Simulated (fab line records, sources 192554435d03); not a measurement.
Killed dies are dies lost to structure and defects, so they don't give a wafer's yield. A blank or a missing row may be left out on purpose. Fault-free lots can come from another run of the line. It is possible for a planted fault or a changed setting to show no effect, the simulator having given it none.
fab line records | flow n5_finfet
record: lots: 10 wafers: 30 last_day: 19
route steps=1938 shown BEOL_M0_CUTY@712 TV_LITHO@1886 PASSIVATION@1909
lots that met no fault: from a run of the same line without faults
start_h: the number of hours between the record's first day and the start of the first shown wafer of the lot | wait_h: time in hours since the lot's previous step | " the same as in the row above | L1.1+2: a row that stands for several wafers | - no value, or no start given | * or withheld: withheld | < > ~ a bound
route shown NAME@n: names a module that has steps shown in the file, with the first one's number in the route | usual: mean/standard deviation taken from wafers without a fault | same: alike in all rows | chamber/n: place in a boat | sites: per-site readings | _std_site: their standard deviation | _edge_site: outer sites' mean less inner sites' | radius_mm: for every site, how far away it sits from the centre of the wafer | mask NAME#n: copy n | behind: tool/chamber where the wafer was last shaped | hold: why the lot was held/for how many hours/how that ended | device: which transistor (n, p or np) failed to switch | end of line: tests of these same wafers at the route's end | step lacking rows: just its recipe | killed: at the first sort, the dies lost to defects and structure; wafer yield is something else | map: shows each die of a wafer: x if killed, . if not, _ if none is there
set.NAME: the run value of the setting; set.NAME@STEP: its run value at that earlier step | model.NAME: the simulator's own value behind a step, which no gauge read
a sample of lots followed through the steps of the route, with each step as a table and each wafer as a row
services: from which hour (start_h, from the record's first day; less than 0 if before it) a tool's chamber was out of use, for how many hours, and why
== steps ==
step: N5_BEOL_M0_CUTY_ETCH_62
recipe: chemistry: CF4 target: SiARC mask_material: CAR-ArF-block time_s: 58.5 ion_energy_ev: 80 pressure_mtorr: 40 source_w: 545 bias_w: 36 Ar_flow_sccm: 100 cf4_flow_sccm: 100 ends: cleared
usual: drypump_motor_current_A: 5.8/0.44 etch_rf_on_time_s: 59.4/1.9 oes_product_au: 0.63/0.052 rf_vpp_V: 184.1/1.2 showerhead_plenum_p_Torr: 2.15/0.078 throttle_valve_pct: 15.69/0.24
columns lot.wafer tool chamber start_h wait_h drypump_motor_current_A etch_rf_on_time_s oes_product_au rf_hours_counter_h rf_vpp_V showerhead_plenum_p_Torr throttle_valve_pct
L786.2 rie_diel-04 0 119.08 0.0 5.6 59.5 0.70 63 182.8 2.09 15.27
L786.5 " 2 " " 6.1 57.9 0.65 - 183.3 2.05 15.44
L786.6 " 1 " " 5.3 61.2 0.61 - 186.5 2.23 16.02
L787.2 rie_diel-05 0 121.20 0.0 5.6 62.0 0.60 186 182.7 2.13 15.95
L787.4 " 1 " " 6.5 62.8 0.56 213 183.7 2.04 15.81
L787.5 " 2 " " 5.5 58.7 0.64 - 186.2 2.21 15.45
L789.2 rie_diel-05 0 130.43 0.0 5.6 60.6 0.60 191 183.4 2.13 15.96
L789.3 " 2 " " 5.5 57.7 0.64 180 186.3 2.21 15.47
L789.6 " 0 " " 5.6 60.8 0.60 - 185.5 2.13 15.97
L790.1 rie_diel-02 0 135.90 0.0 5.8 60.6 0.60 228 181.8 2.03 15.59
L790.2 " 3 " " 4.9 56.7 0.62 201 183.7 2.12 15.67
L790.6 " 0 " " 5.8 60.9 0.60 - 181.9 2.03 15.61
L791.1 rie_diel-05 2 142.74 0.0 5.5 58.2 0.64 183 183.5 2.21 15.46
L791.4 " 1 " " 6.5 62.0 0.57 220 183.1 2.04 15.84
L791.5 " 2 " " 5.5 58.6 0.63 - 184.8 2.21 15.47
L797.4 rie_diel-04 2 183.93 0.0 6.0 57.8 0.63 192 183.2 2.04 15.49
L797.5 " 0 " " 5.6 58.3 0.67 - 183.0 2.09 15.30
L797.6 " 1 " " 5.3 61.1 0.60 - 184.9 2.22 16.08
L798.2 rie_diel-05 1 192.85 0.0 6.5 62.2 0.56 237 183.3 2.03 15.88
L798.5 " 3 " " 6.1 59.0 0.64 - 184.3 2.14 15.75
L798.6 " 0 " " 5.6 62.4 0.58 - 184.6 2.12 16.01
L805.3 rie_diel-05 0 226.17 0.0 5.6 62.2 0.58 223 182.4 2.12 16.04
L805.4 " 1 " " 6.5 62.5 0.55 248 183.0 2.03 15.88
L805.6 " 0 " " 5.5 61.6 0.58 - 183.0 2.12 16.03
L806.1 rie_diel-05 2 238.14 0.0 5.6 59.1 0.61 221 185.2 2.20 15.55
L806.2 " 3 " " 6.1 59.0 0.62 186 184.1 2.13 15.79
L806.5 " 2 " " 5.5 58.9 0.61 - 184.8 2.20 15.55
L808.2 rie_diel-02 3 245.72 0.0 4.9 56.2 0.60 239 185.4 2.11 15.76
L808.3 " 2 " " 6.4 56.5 0.70 90 183.7 2.25 15.57
L808.6 " 2 " " 6.4 56.7 0.69 - 185.3 2.26 15.57
step: N5_PASSIVATION_DESCUM_12
recipe: chemistry: O2 time_s: 7.9 source_power_w: 50 bias_power_w: 20 pressure_mtorr: 20 rf_frequency_hz: 2.712e+07 temp_c: 40 o2_flow_sccm: 225
usual: drypump_motor_current_A: 5.8/0.48 oes_product_au: 0.76/0.075 rf_vpp_V: 242.9/1.3 showerhead_plenum_p_Torr: 2.10/0.066 throttle_valve_pct: 20.50/0.26
columns lot.wafer tool chamber start_h wait_h drypump_motor_current_A oes_product_au rf_hours_counter_h rf_vpp_V showerhead_plenum_p_Torr throttle_valve_pct
L787.2 rie_diel-03 0 304.25 0.2 5.5 0.86 46 243.3 2.12 20.31
L787.4 " 2 " " 5.1 0.76 121 244.2 2.12 20.55
L787.5 " 3 " " 4.7 0.73 - 241.7 2.01 20.56
L786.2 rie_diel-06 3 310.06 0.3 6.0 0.72 186 242.5 2.10 20.52
L786.5 " 0 " " 6.6 0.85 - 243.1 2.12 19.86
L786.6 " 1 " " 5.2 0.86 - 242.7 2.13 20.54
L790.1 rie_diel-01 3 314.90 0.0 6.3 0.82 83 243.9 2.04 20.19
L790.2 " 0 " " 6.1 0.67 215 242.8 2.09 20.84
L790.6 " 0 " " 6.1 0.69 - 243.9 2.09 20.84
L789.2 rie_diel-03 2 316.74 0.0 5.0 0.76 124 242.9 2.12 20.55
L789.3 " 1 " " 5.0 0.79 132 242.2 2.01 20.74
L789.6 " 1 " " 5.0 0.79 - 239.9 2.01 20.75
L791.1 rie_diel-01 3 335.48 1.2 6.3 0.81 90 242.0 2.03 20.21
L791.4 " 2 " " 5.9 0.73 149 244.8 2.19 20.61
L791.5 " 0 " " 6.1 0.67 - 241.4 2.09 20.85
L797.4 rie_diel-06 0 369.32 0.3 6.6 0.83 90 244.4 2.11 19.89
L797.5 " 3 " " 6.0 0.71 - 243.9 2.09 20.56
L797.6 " 0 " " 6.6 0.83 - 244.5 2.11 19.90
L798.2 rie_diel-03 2 369.91 0.2 5.1 0.74 137 243.2 2.12 20.56
L798.5 " 2 " " 5.1 0.74 - 244.0 2.12 20.57
L798.6 " 1 " " 5.0 0.78 - 242.1 2.01 20.79
L805.3 rie_diel-06 2 411.24 1.3 6.0 0.70 230 243.4 2.14 20.34
L805.4 " 3 " " 6.0 0.70 217 242.6 2.09 20.55
L805.6 " 3 " " 5.9 0.71 - 242.9 2.09 20.56
L806.1 rie_diel-01 1 431.70 0.0 5.8 0.94 10 244.5 2.24 20.35
L806.2 " 2 " " 5.9 0.70 193 244.3 2.18 20.67
L806.5 " 3 " " 6.2 0.77 - 240.6 2.02 20.27
L808.2 rie_diel-01 3 437.66 0.0 6.3 0.76 137 241.4 2.02 20.26
L808.3 " 2 " " 5.9 0.71 196 243.9 2.18 20.68
L808.6 " 1 " " 5.8 0.94 - 245.0 2.24 20.34
step: N5_PASSIVATION_AL_ETCH_33
recipe: chemistry: Cl2/BCl3 target_depth_a: 28000 over_etch_frac: 0.15 Cl2_flow_sccm: 180 bcl3_flow_sccm: 60 target: Al stop_on: TaN time_s: 466.7 ion_energy_ev: 100 pressure_mtorr: 10 icp_w: 900 bias_w: 100
usual: bcl3_flow_sccm: 60.00/0.18 drypump_motor_current_A: 5.5/0.42 mfc_cl2_sccm: 180.0/0.5 oes_product_au: 0.72/0.1 throttle_valve_pct: 34.45/0.25
columns lot.wafer tool chamber start_h wait_h bcl3_flow_sccm drypump_motor_current_A mfc_cl2_sccm oes_product_au rf_hours_counter_h throttle_valve_pct
L787.2 rie_metal-03 1 306.62 0.1 60.02 5.1 180.0 0.61 98 34.29
L787.4 " 1 " " 59.90 5.1 179.6 0.60 - 34.30
L787.5 " 0 " " 60.34 5.2 180.1 0.61 - 34.71
L786.2 rie_metal-03 1 312.04 0.1 60.13 5.1 180.0 0.60 98 34.30
L786.5 " 0 " " 59.88 5.2 180.3 0.61 - 34.76
L786.6 " 1 " " 59.97 5.1 179.9 0.60 - 34.33
L790.1 rie_metal-03 0 317.97 0.1 59.76 5.2 179.9 0.60 96 34.77
L790.2 " 1 " " 60.06 5.1 179.6 0.60 99 34.31
L790.6 " 0 " " 60.02 5.2 180.5 0.60 - 34.76
L789.2 rie_metal-02 1 318.63 0.1 59.65 6.1 180.8 0.72 31 34.61
L789.3 " 1 " " 59.59 6.1 180.3 0.73 - 34.58
L789.6 " 1 " " 59.85 6.1 179.5 0.73 - 34.60
L791.1 rie_metal-03 1 348.45 0.1 59.78 5.1 180.6 0.61 102 34.28
L791.4 " 0 " " 60.06 5.3 179.9 0.60 - 34.73
L791.5 " 1 " " 59.82 5.1 180.6 0.60 - 34.30
L797.4 rie_metal-03 0 371.41 0.2 59.70 5.2 179.5 0.60 - 34.76
L797.5 " 1 " " 60.25 5.1 180.0 0.58 - 34.33
L797.6 " 0 " " 59.91 5.2 180.0 0.59 - 34.77
L798.2 rie_metal-02 0 371.62 0.1 60.00 5.1 180.1 0.84 8 34.28
L798.5 " 1 " " 60.11 6.1 179.3 0.71 - 34.63
L798.6 " 0 " " 59.98 5.1 179.6 0.84 - 34.29
L805.3 rie_metal-03 1 413.63 0.3 59.95 5.1 179.9 0.87 - 34.17
L805.4 " 1 " " 59.86 5.1 180.4 0.88 - 34.14
L805.6 " 1 " " 59.72 5.1 180.1 0.87 - 34.16
L806.1 rie_metal-02 0 433.62 0.1 60.33 5.2 180.6 0.82 13 34.29
L806.2 " 1 " " 60.05 6.1 180.0 0.70 43 34.63
L806.5 " 1 " " 60.36 6.1 179.8 0.69 - 34.64
L808.2 rie_metal-02 1 440.15 0.1 59.91 6.1 180.3 0.69 44 34.66
L808.3 " 0 " " 59.69 5.2 179.9 0.81 - 34.32
L808.6 " 1 " " 59.70 6.2 179.9 0.68 - 34.68
step: N5_PASSIVATION_PECVD_35
recipe: material: SiNx target_thk_a: 7000 temp_c: 400 precursor: SiH4/NH3/N2 pressure_torr: 4.9 rf_w: 1406 time_s: 151.3
usual: heater_power_w: 341/90 showerhead_plenum_p_Torr: 8.67/0.075 susceptor_temp_C: 400.01/0.24 throttle_valve_pct: 29.6/1.3
columns lot.wafer tool chamber start_h wait_h heater_power_w showerhead_plenum_p_Torr susceptor_temp_C throttle_valve_pct
L787.2 pecvd-01 2 307.75 0.1 372 8.76 399.50 26.7
L787.4 " 0 " " 610 8.75 400.37 30.8
L787.5 " 1 " " 415 8.72 399.91 29.8
L786.2 pecvd-01 2 313.16 0.1 333 8.76 399.97 27.1
L786.5 " 0 " " 579 8.76 399.89 31.0
L786.6 " 2 " " 381 8.80 399.85 27.1
L790.1 pecvd-02 1 319.14 0.1 278 8.68 399.97 31.4
L790.2 " 0 " " 416 8.55 400.42 30.4
L790.6 " 1 " " 322 8.70 399.88 31.6
L789.2 pecvd-02 0 319.78 0.1 382 8.52 399.65 30.5
L789.3 " 1 " " 339 8.67 400.41 31.5
L789.6 " 0 " " 423 8.54 399.81 30.9
L791.1 pecvd-02 2 349.70 0.1 240 8.65 399.91 29.0
L791.4 " 1 " " 324 8.69 400.21 31.5
L791.5 " 0 " " 400 8.54 399.80 30.7
L797.4 pecvd-02 0 372.46 0.1 378 8.53 399.71 30.7
L797.5 " 2 " " 230 8.62 399.82 29.2
L797.6 " 1 " " 352 8.69 399.79 31.5
L798.2 pecvd-01 1 372.75 0.1 327 8.72 400.10 29.6
L798.5 " 2 " " 413 8.79 399.84 27.1
L798.6 " 1 " " 377 8.72 400.43 29.8
L805.3 pecvd-01 2 414.99 0.1 379 8.79 399.93 27.4
L805.4 " 1 " " 376 8.72 399.91 29.8
L805.6 " 0 " " 563 8.75 399.64 31.0
L806.1 pecvd-02 2 434.92 0.1 352 8.63 400.23 29.2
L806.2 " 1 " " 296 8.66 400.12 31.5
L806.5 " 2 " " 237 8.63 400.53 29.3
L808.2 pecvd-02 1 441.45 0.1 351 8.71 399.91 31.6
L808.3 " 0 " " 381 8.54 399.68 30.5
L808.6 " 1 " " 242 8.66 399.82 31.5
step: N5_PASSIVATION_PROBE_49
usual: defect_limited_yield: 91.6/1.4 killed_at_M0_to_M3: 35/10 killed_at_M4_up: 13/4.8 killed_at_contacts: 12/7.2 killed_at_front_end: 36/12 killed_at_other: 4/3.1 killed_dies: 100/17 killed_open: 66/13 killed_short: 32/7.3 sort_bin_4_leakage: 0.00/0.0099 sort_bin_5_function: 5.0/0.94 sort_bin_6_memory: 3.1/0.67 sort_bin_8_speed: 0.01/0.047 sort_n_pass: 1080/17 sort_yield_pct: 91.6/1.4
same: gross_dies: 1180 killed_at_back_side: 0
columns lot.wafer tool chamber start_h wait_h defect_limited_yield[%] killed_at_M0_to_M3 killed_at_M4_up killed_at_contacts killed_at_front_end killed_at_other killed_dies killed_open killed_short sort_bin_4_leakage[%] sort_bin_5_function[%] sort_bin_6_memory[%] sort_bin_8_speed[%] sort_n_pass sort_yield_pct[%]
L798.2 prober-02 - 377.10 0.4 91.6 46 14 7 26 6 99 62 36 0 5.0 3.2 0 1081 91.6
L798.5 prober-02 - 377.25 0.5 91.5 42 15 4 38 1 100 59 40 0 5.3 2.6 0 1080 91.5
L798.6 prober-02 - 377.30 0.6 92.6 42 9 4 28 4 87 61 26 0 4.2 3.1 0 1093 92.6
L805.3 prober-01 - 418.66 0.1 87.4 98 16 5 28 2 149 60 27 0 7.5 3.6 0 1031 87.4
L805.4 prober-01 - 418.71 0.2 83.6 130 15 8 37 3 193 57 33 0 10.6 4.2 0 987 83.6
L805.6 prober-01 - 418.81 0.3 87.1 97 14 6 33 2 152 54 28 0 8.0 3.8 0 1028 87.1
L806.1 prober-02 - 438.54 0.0 85.8 133 9 3 22 0 167 41 16 0 9.2 3.1 0 1013 85.8
L806.2 prober-02 - 438.59 0.1 85.3 134 8 11 18 2 173 45 28 0 8.6 4.2 0 1007 85.3
L806.5 prober-02 - 438.74 0.2 85.2 133 8 5 27 2 175 53 26 0 8.1 5.1 0 1005 85.2
killed by level:class
L798.2 BEOL_M3:geometric_particle:open=14 BEOL_M0_SAQP:geometric_particle:short=13 BEOL_M0_SAQP:geometric_particle:open=10 BEOL_M4:geometric_particle:open=8 FIN_SAQP:geometric_particle:short=7 MOL_CONTACT_COAG:geometric_particle:open=6 FIN_SAQP:geometric_particle:open=5 BEOL_M3:geometric_particle:short=3
L798.5 BEOL_M0_SAQP:geometric_particle:short=13 FIN_SAQP:geometric_particle:short=10 BEOL_M4:geometric_particle:open=9 BEOL_M0_SAQP:geometric_particle:open=7 BEOL_M2:geometric_particle:open=7 FIN_SAQP:geometric_particle:open=6 BEOL_M0:geometric_particle:open=5 STARTING-WAFER:geometric_particle:open=5
L798.6 BEOL_M2:geometric_particle:open=19 ILD0:geometric_particle:short=6 BEOL_M0:geometric_particle:open=6 BEOL_M3:geometric_particle:open=6 DUMMY_GATE:geometric_particle:open=5 BEOL_M0_SAQP:geometric_particle:short=4 FIN_SAQP:geometric_particle:open=3 BEOL_M7:geometric_particle:open=3
L805.3 BEOL_M0_CUTY:unspecified=62 BEOL_M0_SAQP:geometric_particle:open=10 BEOL_M4:geometric_particle:open=9 GATE_CUT:geometric_particle:short=7 BEOL_M0_SAQP:geometric_particle:short=7 BEOL_M1:geometric_particle:open=6 STI_FIN_REVEAL:geometric_particle:open=5 BEOL_M2:geometric_particle:open=5
L805.4 BEOL_M0_CUTY:unspecified=102 BEOL_M4:geometric_particle:open=8 FIN_SAQP:geometric_particle:open=7 BEOL_M0_SAQP:geometric_particle:open=7 FIN_SAQP:geometric_particle:short=6 BEOL_M0_SAQP:geometric_particle:short=5 GATE_CUT:geometric_particle:short=5 MOL_CONTACT_COAG:geometric_particle:open=5
L805.6 BEOL_M0_CUTY:unspecified=70 STI_FIN_REVEAL:geometric_particle:open=12 BEOL_M1:geometric_particle:open=8 BEOL_M2:geometric_particle:open=7 BEOL_M4:geometric_particle:open=7 MOL_CONTACT_COAG:geometric_particle:open=5 STARTING-WAFER:geometric_particle:short=5 BEOL_M0_SAQP:geometric_particle:short=4
L806.1 BEOL_M0_CUTY:unspecified=110 FIN_SAQP:geometric_particle:open=6 BEOL_M1:geometric_particle:open=6 FIN_SAQP:geometric_particle:short=5 BEOL_M0_SAQP:geometric_particle:open=5 BEOL_M0_SAQP:geometric_particle:short=4 MOL_CONTACT_COAG:geometric_particle:open=3 BEOL_M3:geometric_particle:open=3
L806.2 BEOL_M0_CUTY:unspecified=100 BEOL_M0_SAQP:geometric_particle:open=11 MOL_CONTACT_COAG:geometric_particle:open=9 FIN_SAQP:geometric_particle:short=5 BEOL_M0_SAQP:geometric_particle:short=5 BEOL_M3:geometric_particle:open=5 BEOL_M2:geometric_particle:open=4 FIN_SAQP:geometric_particle:open=3
L806.5 BEOL_M0_CUTY:unspecified=96 BEOL_M0_SAQP:geometric_particle:open=12 BEOL_M2:geometric_particle:open=8 FIN_SAQP:geometric_particle:short=7 BEOL_M0_SAQP:geometric_particle:short=7 FIN_SAQP:geometric_particle:open=4 BEOL_M1:geometric_particle:open=4 BEOL_M5:geometric_particle:open=4
== services ==
columns tool chamber start_h hours kind
rie_diel-01 0 99.20 8.2 repair
rie_diel-01 1 103.86 16.6 repair
rie_diel-05 - 117.75 0.6 repair
pecvd-01 0 118.56 17.8 repair
rie_diel-05 - 126.84 0.3 repair
rie_metal-02 - 138.03 1.4 pm
rie_diel-01 - 164.46 0.3 repair
pecvd-02 - 173.23 2.2 repair
rie_metal-02 - 175.96 1.2 repair
pecvd-01 - 200.24 6.0 pm
pecvd-02 1 202.50 1.8 repair
rie_metal-02 - 206.38 0.5 repair
pecvd-02 - 240.29 0.7 repair
pecvd-02 2 245.18 15.3 repair
rie_metal-03 - 255.91 1.1 repair
pecvd-02 1 291.84 19.8 repair
rie_diel-05 2 293.30 10.5 repair
rie_diel-05 - 300.33 0.8 repair
rie_diel-05 - 333.67 14.6 pm
rie_diel-05 0 359.71 4.8 repair
pecvd-02 0 388.25 6.3 repair
pecvd-02 - 404.61 0.9 repair
pecvd-02 - 416.50 0.8 repair
rie_diel-05 0 420.52 6.9 repair
== key ==
first_sign: step: N5_PASSIVATION_PROBE_49 reading: killed_at_M0_to_M3 direction: up sigmas: 8.2 usual: 35 struck: 121
effect: step: N5_PASSIVATION_PROBE_49 reading: killed_dies direction: up sigmas: 4.1 usual: 100 struck: 168
more_kills_born_at: N5_BEOL_M0_CUTY_ETCH_62@rie_diel-05: 540
met_at N5_BEOL_M0_CUTY_ETCH_62
struck_lots L805,L806
not_acting_at N5_PASSIVATION_DESCUM_12,N5_PASSIVATION_AL_ETCH_33,N5_PASSIVATION_PECVD_35
onset_between 192.85 226.17
fault: kind: chamber_particle_source tool: rie_diel-05 chamber: - onset_h: 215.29 steps: N5_BEOL_M0_CUTY_ETCH_62 rate_per_visit_cm2: 0.47872 end_h: 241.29
